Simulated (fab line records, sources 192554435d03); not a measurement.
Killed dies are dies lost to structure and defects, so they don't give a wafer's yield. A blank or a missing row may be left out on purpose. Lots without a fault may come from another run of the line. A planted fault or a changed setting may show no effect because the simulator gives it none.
Which tool did it? | flow n5_finfet | 13 lots, 36 wafers sampled, at 4 steps of a route of 1938

WHAT THE GAUGES READ, wafer by wafer
N5_BEOL_M5_CD_MEAS_28: target cd 30.6 nm, target cd y 20 nm. Usual: cd_nm 30.59 nm, standard deviation 0.23.
lot  | measured     | on        | cd_nm (nm)        | flag
L536 | day 7 17:42  | cd_sem-03 | 30.69 30.70       |
L538 | day 7 23:33  | cd_sem-01 | 30.50 31.01       |
L539 | day 8 14:55  | cd_sem-01 | 30.96 31.07 30.83 |
L543 | day 9 15:42  | cd_sem-03 | 30.37 30.10       |
L547 | day 10 09:52 | cd_sem-02 | 30.48 30.81 30.42 |
L548 | day 10 20:43 | cd_sem-01 | 30.07 30.61 30.73 |
L550 | day 11 10:50 | cd_sem-01 | 30.97 30.73 30.89 |
L553 | day 11 19:20 | cd_sem-01 | 30.52 30.40 30.76 |
L555 | day 12 08:52 | cd_sem-03 | 30.98 30.18 30.61 |
L556 | day 12 12:41 | cd_sem-03 | 30.47 30.84 30.72 |
L557 | day 12 21:01 | cd_sem-03 | 31.38 31.59 31.63 | OFF
L558 | day 13 11:29 | cd_sem-01 | 31.86 31.65 31.29 | OFF
L559 | day 14 01:42 | cd_sem-02 | 29.98 30.39 30.56 |

N5_BEOL_M5_OVL_MEAS_29. Usual: V4_OVL -0.2 nm, standard deviation 0.72.
lot  | measured     | on         | V4_OVL (nm)   | flag
L536 | day 7 17:44  | overlay-01 | -0.6 -0.5     |
L538 | day 7 23:35  | overlay-01 | -0.8 -2.1     |
L539 | day 8 14:57  | overlay-02 | -0.5 -1.2 0.2 |
L543 | day 9 15:44  | overlay-01 | -0.3 -0.6     |
L547 | day 10 09:54 | overlay-01 | -0.2 0.1 -0.1 |
L548 | day 10 20:45 | overlay-02 | -0.7 0.6 0.6  |
L550 | day 11 10:52 | overlay-01 | 0.4 -0.1 0.5  |
L553 | day 11 19:22 | overlay-02 | 1.1 0.5 0.5   |
L555 | day 12 08:54 | overlay-02 | 0.5 -0.1 1.3  |
L556 | day 12 12:44 | overlay-01 | 0.2 0.2 -0.8  |
L557 | day 12 21:02 | overlay-01 | -0.2 0.4 0.5  |
L558 | day 13 11:31 | overlay-01 | 1.0 0.7 -0.4  |
L559 | day 14 01:44 | overlay-02 | 1.9 0.7 0.2   |

WHICH TOOL RAN EACH LOT (tool, then ch and the chambers of the sampled wafers, then the start)
lot  | N5_BEOL_M5_ILD_DEP_00           | N5_BEOL_M5_EXPOSE_25
L536 | pecvd-01 ch 1, day 7 13:49      | euv_scanner-02 ch 0, day 7 17:34
L538 | pecvd-04 ch 0,1, day 7 20:04    | euv_scanner-02 ch 0, day 7 23:25
L539 | pecvd-04 ch 1,2, day 8 12:51    | euv_scanner-02 ch 0, day 8 14:47
L543 | pecvd-03 ch 0,2, day 9 13:43    | euv_scanner-01 ch 0, day 9 15:35
L547 | pecvd-01 ch 0,1,2, day 10 07:13 | euv_scanner-01 ch 0, day 10 09:44
L548 | pecvd-04 ch 0,1, day 10 14:15   | euv_scanner-01 ch 0, day 10 20:35
L550 | pecvd-03 ch 0,1,2, day 11 06:40 | euv_scanner-02 ch 0, day 11 10:42
L553 | pecvd-04 ch 1,2, day 11 14:46   | euv_scanner-01 ch 0, day 11 19:12
L555 | pecvd-03 ch 0,2, day 12 05:54   | euv_scanner-02 ch 0, day 12 08:44
L556 | pecvd-03 ch 0,1, day 12 10:18   | euv_scanner-02 ch 0, day 12 12:34
L557 | pecvd-03 ch 1,2, day 12 17:57   | euv_scanner-01 ch 0, day 12 20:52
L558 | pecvd-04 ch 0,1,2, day 13 08:28 | euv_scanner-01 ch 0, day 13 11:21
L559 | pecvd-04 ch 0,1,2, day 13 10:49 | euv_scanner-02 ch 0, day 14 01:34
- N5_BEOL_M5_ILD_DEP_00: deposits SiCOH lowk from DEMS/porogen, target thk 140.64 nm, time 25.9 s.
- N5_BEOL_M5_EXPOSE_25: exposes mask V4, defocus 10 nm.

WHAT THE TOOLS THEMSELVES READ (means of the sampled wafers that have a number; where no wafer has one, the mark that the record gives instead)
N5_BEOL_M5_ILD_DEP_00. Usual: heater_power_w 322 W, standard deviation 54; showerhead_plenum_p_Torr 5.730 Torr, standard deviation 0.014; throttle_valve_pct 14.1 %, standard deviation 1.
lot  | tool     | heater_power_w (W) | showerhead_plenum_p_Torr (Torr) | throttle_valve_pct (%) | flag
L536 | pecvd-01 | 278                | 5.745                           | 15.4                   |
L538 | pecvd-04 | 309                | 5.729                           | 15.0                   |
L539 | pecvd-04 | 334                | 5.744                           | 15.0                   |
L543 | pecvd-03 | 346                | 5.729                           | 14.0                   |
L547 | pecvd-01 | 280                | 5.737                           | 14.0                   |
L548 | pecvd-04 | 319                | 5.735                           | 15.3                   |
L550 | pecvd-03 | 341                | 5.733                           | 14.1                   |
L553 | pecvd-04 | 342                | 5.740                           | 14.9                   |
L555 | pecvd-03 | 366                | 5.729                           | 14.1                   |
L556 | pecvd-03 | 366                | 5.733                           | 14.4                   |
L557 | pecvd-03 | 307                | 5.723                           | 13.7                   |
L558 | pecvd-04 | 315                | 5.731                           | 14.3                   |
L559 | pecvd-04 | 323                | 5.732                           | 14.3                   |

N5_BEOL_M5_EXPOSE_25. Usual: exposure_dose_mJ_cm2 52.72, standard deviation 0.048.
lot  | tool           | exposure_dose_mJ_cm2 | flag
L536 | euv_scanner-02 | 52.67                |
L538 | euv_scanner-02 | 52.69                |
L539 | euv_scanner-02 | 52.70                |
L543 | euv_scanner-01 | 52.73                |
L547 | euv_scanner-01 | 52.65                |
L548 | euv_scanner-01 | 52.70                |
L550 | euv_scanner-02 | 52.75                |
L553 | euv_scanner-01 | 52.76                |
L555 | euv_scanner-02 | 52.68                |
L556 | euv_scanner-02 | 52.72                |
L557 | euv_scanner-01 | 55.39                | OFF
L558 | euv_scanner-01 | 54.86                | OFF
L559 | euv_scanner-02 | 52.73                |

THE ANSWER, worked out from the rows above alone
Rule: a lot is off if the mean of its wafers that have a number lies more than 3 standard deviations from the usual mean. A lot without any number at a reading at which 4 lots or more have one is off too. The other lots that the step has rows for count as sound. The gauges are gone through in route order, then the tools' own readings, and for those a lot's mean is taken as printed above. The first step at which some lot is off is used, and at that step the reading that is off furthest; a lot without a number counts as furthest.
Off: L557, L558, at N5_BEOL_M5_CD_MEAS_28 (cd_nm).
A tool fits if, at a process step before that reading, it ran every lot that is off, and no sound lot after the first of them. The gauges at N5_BEOL_M5_CD_MEAS_28 aren't tried: what is off there is off at N5_BEOL_M5_EXPOSE_25 too, on other tools, and a gauge's error can't cause that. One fits: euv_scanner-01 at N5_BEOL_M5_EXPOSE_25. Its last sound lot is L553 (day 11 19:12), its first lot that is off L557 (day 12 20:52): a fault that began between those two fits.
The tool's own readings at N5_BEOL_M5_EXPOSE_25 bear it out: on the lots that are off they differ by more than 5 times the standard deviation of the sound lots' means. exposure_dose_mJ_cm2 reads 55.12 there against 52.71 on the sound lots.

WHAT THE SIMULATOR HAD PUT IN
Process parameter drift: euv_scanner-01, from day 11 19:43 on, at N5_BEOL_M5_EXPOSE_25. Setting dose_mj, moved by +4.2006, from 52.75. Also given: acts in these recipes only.
Lots struck among those shown: L557, L558. The rule above found the same.
